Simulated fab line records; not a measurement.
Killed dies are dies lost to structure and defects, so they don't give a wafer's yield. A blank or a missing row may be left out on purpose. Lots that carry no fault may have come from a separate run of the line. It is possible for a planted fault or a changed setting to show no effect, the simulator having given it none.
fab line records	flow n5-finfet
record: lots: 7	wafers: 21
route steps=1938 shown HKMG_FIN@435 GATE_CUT@501 MOL_CONTACT_COAG@559 BEOL_M0_SAQP@638 BEOL_M0_CUTY@714 BEOL_M0@715 BEOL_M1@753
start-h: the number of hours between the record's first day and the start of the first shown wafer of the lot	wait-h: how many hours have passed since the lot's step before this one	" the same as in the row above	L1.1+2: a row that stands for several wafers	- either no value or no given start	* or withheld: withheld	< > ~ a bound
route shown NAME@n: a module of which the file shows steps, and the number in the route of the first	usual: mean/standard deviation taken from wafers without a fault	same: alike in all rows	chamber/n: place in a boat	sites: per-site readings	_std_site: standard deviation of those values	_edge_site: mean of outer sites minus mean of inner sites	radius-mm: how far each site lies from the wafer's centre	mask NAME#n: copy n	behind: tool/chamber where the wafer was last shaped	hold: reason for holding the lot/hours on hold/outcome of the hold	device: which transistor (n, p or np) failed to switch	end of line: the same wafers' tests at the end of the route	for a step that has no rows: nothing shown but its recipe	killed: the dies lost at the first sort to structure and to defects; this is not the yield of the wafer	map: a wafer's dies, marking killed ones x, the rest . and places with no die _
set.NAME: the setting that was run; set.NAME@STEP: the one run at that earlier step	model.NAME: the simulator's own value behind a step, which no gauge read
one table per step and one row per wafer, for lots whose settings were changed on purpose
== steps ==
step: N5_HKMG_FIN_ETCH_32
recipe: chemistry: N2/H2	target: SOC	target-depth-a: 2400	temp-c: 40	time-s: 300	ion-energy-ev: 200	mask-material: SiARC	pressure-mtorr: 30	source-w: 840	bias-w: 150	n2-flow-sccm: 200	h2-flow-sccm: 200
usual: rf-vpp-V: 523.8/2.3
lot.wafer	tool	chamber	start-h	wait-h	set.bias-w	rf-vpp-V	model.SiARC_of_HKMG_FIN_COAT_30.thk-nm
L076.1	rie-diel-05	0	89.06	0.0	150	529.2	21.4
L076.3	"	2	"	"	150	525.7	21.8
L076.4	"	3	"	"	150	524.4	21
L083.1	rie-diel-01	3	130.58	0.0	126.7	468.7	23.6
L083.3	"	1	"	"	126.7	471.9	23.2
L083.4	"	2	"	"	150	523.4	21.2
L084.1	rie-diel-01	2	140.03	0.0	150	524.1	21.4
L084.3	"	0	"	"	150	520.9	20.6
L084.5	"	2	"	"	150	522.7	21.4
L086.1	rie-diel-01	3	153.40	0.0	172.8	570.2	18.4
L086.2	"	0	"	"	172.8	571.1	18.2
L086.6	"	3	"	"	150	522.7	21
L090.1	rie-diel-03	2	173.52	0.0	150	523.2	20.4
L090.4	"	1	"	"	170.7	566.2	18
L090.6	"	3	"	"	170.7	573.8	18.6
L096.1	rie-diel-05	0	206.54	0.0	136.8	497.3	22.8
L096.3	"	3	"	"	150	521.6	21
L096.4	"	2	"	"	136.8	496.8	23.2
L097.2	rie-diel-03	1	215.06	0.0	130.3	477.3	22.8
L097.4	"	3	"	"	150	528.5	21
L097.5	"	1	"	"	150	523.9	20.4
step: N5_GATE_CUT_CUT_ETCH_54
recipe: chemistry: Cl2/BCl3	target: TiN	mask-material: SiO2	target-depth-a: 967	pressure-mtorr: 10	icp-w: 1000	bias-w: 126	Cl2_flow_sccm: 53.25	bcl3-flow-sccm: 21.75	Ar_flow_sccm: 25	ends: cleared
usual: etch-rf-on-time-s: 36.6/0.6
lot.wafer	tool	chamber	start-h	wait-h	set.icp-w	etch-rf-on-time-s
L076.1	rie-metal-02	1	98.45	0.0	1000	36.5
L076.3	"	0	"	"	1000	37.1
L076.4	"	1	"	"	932.7	38.4
L083.1	rie-metal-01	1	139.60	0.0	1000	36.6
L083.3	"	1	"	"	940	38.5
L083.4	"	0	"	"	1000	37.7
L084.1	rie-metal-01	1	148.53	0.0	1000	36.1
L084.3	"	1	"	"	1000	35.8
L084.5	"	0	"	"	1000	37.0
L086.1	rie-metal-03	1	162.27	0.0	1155	32.7
L086.2	"	0	"	"	1000	37.1
L086.6	"	1	"	"	1000	36.9
L090.1	rie-metal-01	1	183.26	0.0	952.1	37.9
L090.4	"	1	"	"	1000	36.3
L090.6	"	0	"	"	1000	37.4
L096.1	rie-metal-01	1	215.61	0.1	1000	35.8
L096.3	"	1	"	"	1000	36.1
L096.4	"	1	"	"	1000	36.1
L097.2	rie-metal-03	0	223.62	0.0	1000	36.3
L097.4	"	1	"	"	1000	36.4
L097.5	"	0	"	"	1000	36.8
step: N5_MOL_CONTACT_COAG_ALD_27
recipe: material: SiOC	target-thk-a: 170	temp-c: 400	ald-precursor-family: carbosiloxane	ald-co-reactant: H2-plasma	pulse-time-s: 1.5	time-s: 2720	purge-time-s: 2	co-reactant-purge-time-s: 2	ald-cycles: 340	pressure-torr: 2
lot.wafer	tool	chamber	start-h	wait-h	set.ald-cycles	model.SiOC_of_MOL_CONTACT_COAG_ALD_27.thk-nm
L076.1+3	ald-sin-02	0,2	108.37	0.0	390	19.4
L076.4	"	3	"	"	340	16.8
L083.1	ald-sin-04	2	151.15	0.3	340	17
L083.3+4	"	0,1	"	"	304	15.2
L084.1+3+5	ald-sin-02	3,2,3	159.67	0.0	340	16.8
L086.1+2+6	ald-sin-02	0,1,1	172.18	0.1	340	17
L090.1+4	ald-sin-04	0,2	192.82	0.0	394	19.8
L090.6	"	0	"	"	340	17.2
L096.1	ald-sin-04	0	225.51	0.0	340	17
L096.3	"	2	"	"	340	16.8
L096.4	"	1	"	"	286	14.2
L097.2+4+5	ald-sin-04	1,3,2	232.86	0.1	340	17
step: N5_MOL_CONTACT_COAG_PECVD_31
recipe: material: SiO2	target-thk-a: 460	temp-c: 400	precursor: TEOS/O2	pressure-torr: 6.5	rf-w: withheld	teos-flow-sccm: withheld	gas: O2	flow-sccm: 2650	time-s: 8.9
lot.wafer	tool	chamber	start-h	wait-h	set.temp-c	model.SiO2_of_MOL_CONTACT_COAG_PECVD_31.thk-nm
L076.1	pecvd-02	1	110.78	0.3	413	42.4
L076.3	"	2	"	"	400	45.8
L076.4	"	1	"	"	413	42.2
L083.1	pecvd-02	1	153.55	0.3	390.6	47.8
L083.3	"	2	"	"	390.6	48.2
L083.4	"	0	"	"	390.6	48.6
L084.1+5	pecvd-03	2,0	162.07	0.3	400	46.2
L084.3	"	1	"	"	400	45.4
L086.1	pecvd-04	0	174.94	0.3	400	46.6
L086.2	"	2	"	"	400	45.6
L086.6	"	2	"	"	400	46.4
L090.1	pecvd-03	0	195.99	0.3	387.1	48.6
L090.4	"	1	"	"	387.1	49.2
L090.6	"	2	"	"	400	46.4
L096.1	pecvd-02	2	227.92	0.3	412.2	41.4
L096.3	"	0	"	"	400	44.6
L096.4	"	1	"	"	400	46.4
L097.2	pecvd-04	2	235.29	0.3	415	40.4
L097.4	"	0	"	"	415	42.4
L097.5	"	2	"	"	400	45.6
step: N5_MOL_CONTACT_COAG_COAT_75
recipe: resist: SOC	temp-c: 250	time-s: 60	spin-rpm: 1500	resist-thk-nm: 60
step: N5_MOL_CONTACT_COAG_COAT_76
recipe: resist: SiARC	temp-c: 220	time-s: 60	spin-rpm: 1500	resist-thk-nm: 10
step: N5_MOL_CONTACT_COAG_ETCHBACK_135
recipe: chemistry: CHF3	target: SiO2	target-depth-a: 250	time-s: 16.7	ion-energy-ev: 200	pressure-mtorr: 30	source-w: 610	bias-w: 170	Ar_flow_sccm: 200	CHF3_flow_sccm: 50
step: N5_MOL_CONTACT_COAG_STRIP_118
recipe: chemistry: CHF3	resist: SiARC	rf-frequency-hz: 6e+07
step: N5_MOL_CONTACT_COAG_VIA_ETCH_46
recipe: chemistry: C4F6/O2	target-depth-a: 460	overetch-a: 92	mask-material: SOC	target: SiO2	bias-w: 455	pressure-mtorr: 10	time-s: 40	source-w: 325	Ar_flow_sccm: 300	C4F6_flow_sccm: 10	O2_flow_sccm: 10	ion-energy-ev: 575.3	ends: end-point
lot.wafer	tool	chamber	start-h	wait-h	set.temp-c@MOL_CONTACT_COAG_PECVD_31	model.etch.depth-nm
L076.1	rie-diel-01	3	111.75	0.0	413	42.42
L076.3	"	2	"	"	400	45.73
L076.4	"	0	"	"	413	42.22
L083.1	rie-diel-05	3	154.48	0.0	390.6	47.79
L083.3	"	0	"	"	390.6	48.1
L083.4	"	1	"	"	390.6	48.68
L084.1+5	rie-diel-01	2,3	163.00	0.0	400	46.23
L084.3	"	1	"	"	400	45.5
L086.1	rie-diel-05	2	176.17	0.0	400	46.59
L086.2	"	3	"	"	400	45.56
L086.6	"	0	"	"	400	46.42
L090.1	rie-diel-01	3	197.45	0.0	387.1	48.67
L090.4	"	1	"	"	387.1	49.22
L090.6	"	3	"	"	400	46.47
L096.1	rie-diel-03	2	229.40	0.0	412.2	41.36
L096.3	"	3	"	"	400	44.63
L096.4	"	0	"	"	400	46.41
L097.2	rie-diel-01	3	236.22	0.0	415	40.31
L097.4	"	1	"	"	415	42.3
L097.5	"	1	"	"	400	45.58
step: N5_BEOL_M0_SAQP_PECVD_04
recipe: material: a-Si	target-thk-a: 600	temp-c: 350	precursor: SiH4/He	pressure-torr: 3	rf-w: 100	time-s: 60.2
lot.wafer	tool	chamber	start-h	wait-h	set.time-s	model.a-Si_of_BEOL_M0_SAQP_PECVD_04.thk-nm
L076.1+3	pecvd-03	1,0	121.20	0.0	60.2	59.6
L076.4	"	1	"	"	60.2	60
L083.1	pecvd-02	1	163.40	0.0	60.2	59.2
L083.3	"	2	"	"	60.2	58.8
L083.4	"	2	"	"	60.2	60
L084.1	pecvd-01	0	170.39	0.0	60.2	59.2
L084.3	"	2	"	"	60.2	59
L084.5	"	2	"	"	60.2	60.6
L086.1	pecvd-02	2	183.96	0.0	60.2	59.6
L086.2	"	1	"	"	60.2	59.4
L086.6	"	2	"	"	60.2	61
L090.1	pecvd-03	0	205.62	0.0	56.27	55.8
L090.4	"	2	"	"	60.2	60.8
L090.6	"	1	"	"	60.2	60.4
L096.1	pecvd-01	1	235.89	0.0	60.2	60
L096.3+4	"	1,2	"	"	64.76	65
L097.2	pecvd-03	0	242.80	0.0	60.2	59.8
L097.4	"	0	"	"	60.2	60.4
L097.5	"	2	"	"	60.2	60.6
step: N5_BEOL_M0_SAQP_THK_MEAS_05
usual: thk-nm: 59.8/0.66
lot.wafer	tool	chamber	start-h	wait-h	set.time-s@BEOL_M0_SAQP_PECVD_04	thk-nm
L076.1	film-metro-01	-	121.33	0.1	60.2	59.6
L076.3	"	-	"	"	60.2	59.7
L076.4	"	-	"	"	60.2	59.9
L083.1	film-metro-02	-	163.49	0.1	60.2	59.3
L083.3	"	-	"	"	60.2	58.9
L083.4	"	-	"	"	60.2	59.9
L084.1	film-metro-01	-	170.48	0.1	60.2	59.2
L084.3	"	-	"	"	60.2	59.1
L084.5	"	-	"	"	60.2	60.5
L086.1	film-metro-01	-	184.05	0.1	60.2	59.6
L086.2	"	-	"	"	60.2	59.4
L086.6	"	-	"	"	60.2	61.1
L090.1	film-metro-02	-	205.72	0.1	56.27	55.8
L090.4	"	-	"	"	60.2	60.8
L090.6	"	-	"	"	60.2	60.4
L096.1	film-metro-01	-	236.01	0.1	60.2	60.0
L096.3	"	-	"	"	64.76	65.0
L096.4	"	-	"	"	64.76	65.0
L097.2	film-metro-02	-	242.90	0.1	60.2	59.9
L097.4	"	-	"	"	60.2	60.3
L097.5	"	-	"	"	60.2	60.6
step: N5_BEOL_M0_SAQP_DEVELOP_13
recipe: develop-time-s: 30	developer: TMAH	resist: CAR-ArF	dev-temp-c: 23	rinse-liquid: diw	dry: air-spin
lot.wafer	tool	chamber	start-h	wait-h	set.develop-time-s
L076.1+3+4	litho-track-03	0	-	-	30
L083.1+3+4	litho-track-01	0	-	-	30
L084.1+3+5	litho-track-04	0	-	-	30
L086.1+6	litho-track-01	0	-	-	30
L086.2	"	0	"	"	26.39
L090.1+4+6	litho-track-03	0	-	-	30
L096.1+4	litho-track-01	0	-	-	27.98
L096.3	"	0	"	"	30
L097.2+5	litho-track-03	0	-	-	30
L097.4	"	0	"	"	33.83
step: N5_BEOL_M0_SAQP_HM_OPEN_112
recipe: chemistry: CHF3/O2	target: SiO2	stop-on: a-Si	target-depth-a: 120	over-etch-frac: 1.25	mask-material: SOC	time-s: 13.5	pressure-mtorr: 30	source-w: 650	bias-w: 170	Ar_flow_sccm: 200	CHF3_flow_sccm: 50	O2_flow_sccm: 5	ion-energy-ev: 200	ends: end-point
step: N5_BEOL_M0_SAQP_STRIP_113
recipe: chemistry: CHF3/O2	resist: SiARC	rf-frequency-hz: 6e+07
step: N5_BEOL_M0_SAQP_MANDREL_ETCH_20
recipe: target-depth-a: 600	chemistry: HBr/Cl2	target: a-Si	stop-on: SiNx	bt-time-s: 10	mask-material: SOC	over-etch-frac: 0.5	time-s: 30	pressure-mtorr: 10	icp-w: 800	bias-w: 75	HBr_flow_sccm: 150	Cl2_flow_sccm: 80	ends: end-point
lot.wafer	tool	chamber	start-h	wait-h	set.time-s@BEOL_M0_SAQP_PECVD_04	model.etch.depth-nm
L076.1	rie-si-03	2	122.17	0.0	60.2	59.5
L076.3	"	1	"	"	60.2	59.57
L076.4	"	3	"	"	60.2	59.92
L083.1	rie-si-01	1	164.21	0.0	60.2	59.16
L083.3	"	2	"	"	60.2	58.9
L083.4	"	3	"	"	60.2	59.88
L084.1	rie-si-03	3	171.33	0.0	60.2	59.09
L084.3	"	0	"	"	60.2	59.04
L084.5	"	0	"	"	60.2	60.58
L086.1	rie-si-03	2	184.77	0.0	60.2	59.53
L086.2	"	0	"	"	60.2	59.34
L086.6	"	3	"	"	60.2	61.07
L090.1	rie-si-03	1	206.61	0.0	56.27	55.81
L090.4	"	0	"	"	60.2	60.73
L090.6	"	3	"	"	60.2	60.34
L096.1	rie-si-05	0	236.86	0.0	60.2	59.92
L096.3	"	2	"	"	64.76	64.94
L096.4	"	3	"	"	64.76	65.01
L097.2	rie-si-03	3	243.74	0.0	60.2	59.82
L097.4	"	2	"	"	60.2	60.33
L097.5	"	2	"	"	60.2	60.6
step: N5_BEOL_M0_SAQP_SPACER2_ALD_26
recipe: material: SiO2	target-thk-a: 150	temp-c: 300	ald-precursor-family: BDEAS	ald-co-reactant: O2-plasma	pulse-time-s: 1	purge-time-s: 2	co-reactant-purge-time-s: 2	pressure-torr: 2
lot.wafer	tool	chamber	start-h	wait-h	set.target-thk-a	model.SiO2_of_BEOL_M0_SAQP_SPACER2_ALD_26.thk-nm
L076.1	ald-sin-03	3	124.85	0.1	150	15
L076.3	"	2	"	"	140.6	14.2
L076.4	"	0	"	"	140.6	14
L083.1	ald-sin-03	2	167.29	0.1	150	15.2
L083.3	"	0	"	"	136.9	13.6
L083.4	"	1	"	"	150	15
L084.1+3+5	ald-sin-03	2,3,1	173.91	0.1	150	15
L086.1+2	ald-sin-01	3,0	191.55	0.4	150	15
L086.6	"	0	"	"	158	15.8
L090.1+6	ald-sin-03	1	209.65	0.1	150	15
L090.4	"	2	"	"	150	15.2
L096.1	ald-sin-01	0	240.28	1.0	150	15.2
L096.3	"	3	"	"	150	15
L096.4	"	1	"	"	141.7	14.2
L097.2+5	ald-sin-03	2	246.39	0.1	130.9	13.2
L097.4	"	1	"	"	150	14.8
step: N5_BEOL_M0_SAQP_SPACER2_ETCHBACK_27
recipe: chemistry: CHF3/O2	mode: anisotropic-etchback	target: SiO2	target-depth-a: 225	time-s: 11.25	pressure-mtorr: 30	source-w: 650	bias-w: 170	Ar_flow_sccm: 200	CHF3_flow_sccm: 50	O2_flow_sccm: 5	ion-energy-ev: 200
step: N5_BEOL_M0_SAQP_MANDREL2_REMOVE_110
recipe: chemistry: HBr/Cl2/O2	bt-time-s: 10	target: a-Si	stop-on: SiCN	endpoint: OES-SiCl	over-etch-frac: 1	icp-w: 600	bias-w: 30	HBr_flow_sccm: 150	Cl2_flow_sccm: 80	O2_flow_sccm: 5	pressure-mtorr: 10
lot.wafer	tool	chamber	start-h	wait-h	set.target-thk-a@BEOL_M0_SAQP_SPACER2_ALD_26	model.SiO2_of_BEOL_M0_SAQP_SPACER2_ALD_26.thk-nm	model.BEOL_M0_SAQP.cd-nm
L076.1	rie-si-03	2	125.49	0.1	150	10.6	15
L076.3	"	0	"	"	140.6	9.8	14
L076.4	"	3	"	"	140.6	9.6	13.8
L083.1	rie-si-05	2	167.93	0.1	150	10.8	15.2
L083.3	"	0	"	"	136.9	9.2	13.6
L083.4	"	1	"	"	150	10.6	15
L084.1	rie-si-03	0	174.71	0.1	150	10.6	14.8
L084.3+5	"	2	"	"	150	10.6	15
L086.1	rie-si-03	3	192.19	0.1	150	10.6	14.8
L086.2	"	1	"	"	150	10.6	15
L086.6	"	1	"	"	158	11.4	15.8
L090.1+4	rie-si-01	0,2	210.28	0.1	150	10.6	15
L090.6	"	1	"	"	150	10.4	15
L096.1	rie-si-05	2	240.92	0.1	150	10.8	15
L096.3	"	1	"	"	150	10.6	14.8
L096.4	"	3	"	"	141.7	9.8	14.2
L097.2	rie-si-05	3	247.03	0.1	130.9	8.8	13
L097.4	"	0	"	"	150	10.4	14.6
L097.5	"	2	"	"	130.9	8.6	13.2
step: N5_BEOL_M0_SAQP_CD_MEAS_29
recipe: target-cd-nm: 14.4	landing-energy-ev: 1000	detector: se-inlens
usual: cd-nm: 14.93/0.23
lot.wafer	tool	chamber	start-h	wait-h	set.target-thk-a@BEOL_M0_SAQP_SPACER2_ALD_26	cd-nm
L076.1	cd-sem-02	0	125.60	0.1	150	14.73
L076.3	"	0	"	"	140.6	14.02
L076.4	"	0	"	"	140.6	13.87
L083.1	cd-sem-01	0	168.05	0.1	150	15.41
L083.3	"	0	"	"	136.9	13.52
L083.4	"	0	"	"	150	15.11
L084.1	cd-sem-03	0	174.82	0.1	150	15.12
L084.3	"	0	"	"	150	14.60
L084.5	"	0	"	"	150	15.02
L086.1	cd-sem-01	0	192.30	0.1	150	15.13
L086.2	"	0	"	"	150	14.89
L086.6	"	0	"	"	158	15.35
L090.1	cd-sem-03	0	210.39	0.1	150	14.80
L090.4	"	0	"	"	150	14.79
L090.6	"	0	"	"	150	14.89
L096.1	cd-sem-02	0	241.03	0.1	150	15.23
L096.3	"	0	"	"	150	14.49
L096.4	"	0	"	"	141.7	13.91
L097.2	cd-sem-03	0	247.15	0.1	130.9	12.98
L097.4	"	0	"	"	150	14.93
L097.5	"	0	"	"	130.9	13.62
step: N5_BEOL_M0_SAQP_COAT_87
recipe: resist: underlayer	temp-c: 205	time-s: 60	spin-rpm: 1500	resist-thk-nm: 5
lot.wafer	tool	chamber	start-h	wait-h	set.temp-c
L076.1+3	litho-track-04	0	-	-	205
L076.4	"	0	"	"	213
L083.1+4	litho-track-04	0	-	-	205
L083.3	"	0	"	"	199.1
L084.1+3+5	litho-track-04	0	-	-	205
L086.1+2	litho-track-01	0	-	-	199
L086.6	"	0	"	"	205
L090.1	litho-track-03	0	-	-	205
L090.4+6	"	0	"	"	210.3
L096.1+4	litho-track-01	0	-	-	198.5
L096.3	"	0	"	"	205
L097.2+4	litho-track-03	0	-	-	213.2
L097.5	"	0	"	"	205
step: N5_BEOL_M0_SAQP_COAT_34
recipe: resist: CAR-EUV	spin-rpm: 1500	resist-thk-nm: 30
step: N5_BEOL_M0_SAQP_EBR_36
recipe: solvent: PGMEA	ebr-width-mm: 1.5
step: N5_BEOL_M0_CUTY_STRIP_64
recipe: chemistry: N2/H2	temp-c: 40	n2-flow-sccm: 200	h2-flow-sccm: 200	rf-frequency-hz: 6e+07
step: N5_BEOL_M0_ETCH_138
recipe: chemistry: CH3F/O2	target-depth-a: 120	target: SiCN	time-s: 31.6	ion-energy-ev: 120	pressure-mtorr: 30	source-w: 395	bias-w: 75	Ar_flow_sccm: 150	CH3F_flow_sccm: 30	O2_flow_sccm: 20	ends: cleared
step: N5_BEOL_M0_HM_OPEN_105
recipe: chemistry: Cl2/BCl3	target-depth-a: 120	target: TiN	ion-energy-ev: 150	pressure-mtorr: 10	icp-w: 1000	bias-w: 126	Cl2_flow_sccm: 53.25	bcl3-flow-sccm: 21.75	Ar_flow_sccm: 25
lot.wafer	tool	chamber	start-h	wait-h	set.target-thk-a@BEOL_M0_SAQP_SPACER2_ALD_26	model.SiO2_of_BEOL_M0_SAQP_SPACER2_ALD_26.thk-nm
L076.1	rie-metal-02	0	129.32	1.6	150	2.8
L076.3	"	0	"	"	140.6	2
L076.4	"	1	"	"	140.6	1.8
L083.1	rie-metal-03	0	170.57	0.1	150	2.8
L083.3	"	1	"	"	136.9	1.8
L083.4	"	0	"	"	150	2.6
L084.1+5	rie-metal-03	0,1	179.58	2.3	150	2.8
L084.3	"	0	"	"	150	2.4
L086.1	rie-metal-03	0	204.73	10.0	150	2.6
L086.2	"	1	"	"	150	2.8
L086.6	"	0	"	"	158	3.6
L090.1+4	rie-metal-03	1,0	214.23	1.6	150	2.8
L090.6	"	1	"	"	150	2.6
L096.1	rie-metal-02	0	244.39	0.8	150	3
L096.3	"	1	"	"	150	2.6
L096.4	"	0	"	"	141.7	2
L097.2+5	rie-metal-01	0	252.42	2.7	130.9	1.6
L097.4	"	0	"	"	150	2.6
step: N5_BEOL_M1_PECVD_72
recipe: material: SiO2	target-thk-a: 160	temp-c: 400	precursor: TEOS/O2	pressure-torr: 5.5	rf-w: 450	teos-flow-sccm: 53.8	gas: O2	flow-sccm: 3000	time-s: 18
lot.wafer	tool	chamber	start-h	wait-h	set.time-s	model.SiO2_of_BEOL_M1_PECVD_72.thk-nm
L076.1+3	pecvd-01	2,0	133.73	0.0	18	15.8
L076.4	"	0	"	"	19.59	17.2
L083.1	pecvd-01	2	175.75	0.0	18	16
L083.3	"	0	"	"	18.91	16.6
L083.4	"	1	"	"	18	16.2
L084.1	pecvd-03	2	185.73	0.0	18	15.8
L084.3	"	0	"	"	18	16
L084.5	"	1	"	"	18	16.4
L086.1	pecvd-01	1	209.67	0.0	18	15.4
L086.2+6	"	0,1	"	"	18	15.6
L090.1+6	pecvd-04	1,0	217.82	0.0	18	16.2
L090.4	"	1	"	"	18	16.6
L096.1	pecvd-04	0	248.00	0.0	15.76	14
L096.3	"	1	"	"	15.76	14.2
L096.4	"	0	"	"	18	16
L097.2	pecvd-04	1	257.01	0.0	18	16
L097.4	"	0	"	"	16.83	15
L097.5	"	2	"	"	16.83	15.6
== key ==
split: step: N5_HKMG_FIN_ETCH_32	setting: bias-w	stated: 150	by: wafer
response: step: N5_HKMG_FIN_ETCH_32	reading: rf-vpp-V	change: +3.35	per: 1%	r: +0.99
response: step: N5_HKMG_FIN_ETCH_32	reading: model.SiARC_of_HKMG_FIN_COAT_30.thk-nm	change: -0.164	per: 1%	r: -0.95
split: step: N5_GATE_CUT_CUT_ETCH_54	setting: icp-w	stated: 1000	by: wafer
response: step: N5_GATE_CUT_CUT_ETCH_54	reading: etch-rf-on-time-s	change: *	per: 1%	r: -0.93
split: step: N5_MOL_CONTACT_COAG_ALD_27	setting: ald-cycles	stated: 340	by: wafer
response: step: N5_MOL_CONTACT_COAG_ALD_27	reading: model.SiOC_of_MOL_CONTACT_COAG_ALD_27.thk-nm	change: +0.17	per: 1%	r: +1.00
split: step: N5_MOL_CONTACT_COAG_PECVD_31	setting: temp-c	stated: 400	by: wafer
response: step: N5_MOL_CONTACT_COAG_PECVD_31	reading: model.SiO2_of_MOL_CONTACT_COAG_PECVD_31.thk-nm	change: -1.08	per: 1%	r: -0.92
response: step: N5_MOL_CONTACT_COAG_VIA_ETCH_46	reading: model.etch.depth-nm	change: -1.08	per: 1%	r: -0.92
split: step: N5_BEOL_M0_SAQP_PECVD_04	setting: time-s	stated: 60.2	by: wafer
response: step: N5_BEOL_M0_SAQP_PECVD_04	reading: model.a-Si_of_BEOL_M0_SAQP_PECVD_04.thk-nm	change: +0.692	per: 1%	r: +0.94
response: step: N5_BEOL_M0_SAQP_THK_MEAS_05	reading: thk-nm	change: *	per: 1%	r: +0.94
response: step: N5_BEOL_M0_SAQP_MANDREL_ETCH_20	reading: model.etch.depth-nm	change: +0.691	per: 1%	r: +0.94
split: step: N5_BEOL_M0_SAQP_DEVELOP_13	setting: develop-time-s	stated: 30	by: wafer
response none clear
split: step: N5_BEOL_M0_SAQP_SPACER2_ALD_26	setting: target-thk-a	stated: 150	by: wafer
response: step: N5_BEOL_M0_SAQP_SPACER2_ALD_26	reading: model.SiO2_of_BEOL_M0_SAQP_SPACER2_ALD_26.thk-nm	change: +0.144	per: 1%	r: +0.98
response: step: N5_BEOL_M0_SAQP_MANDREL2_REMOVE_110	reading: model.SiO2_of_BEOL_M0_SAQP_SPACER2_ALD_26.thk-nm	change: +0.147	per: 1%	r: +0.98
response: step: N5_BEOL_M0_SAQP_MANDREL2_REMOVE_110	reading: model.BEOL_M0_SAQP.cd-nm	change: +0.142	per: 1%	r: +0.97
response: step: N5_BEOL_M0_SAQP_CD_MEAS_29	reading: cd-nm	change: +0.143	per: 1%	r: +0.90
response: step: N5_BEOL_M0_HM_OPEN_105	reading: model.SiO2_of_BEOL_M0_SAQP_SPACER2_ALD_26.thk-nm	change: +0.105	per: 1%	r: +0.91
split: step: N5_BEOL_M0_SAQP_COAT_87	setting: temp-c	stated: 205	by: wafer
response none clear
split: step: N5_BEOL_M1_PECVD_72	setting: time-s	stated: 18	by: wafer
response: step: N5_BEOL_M1_PECVD_72	reading: model.SiO2_of_BEOL_M1_PECVD_72.thk-nm	change: +0.143	per: 1%	r: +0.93
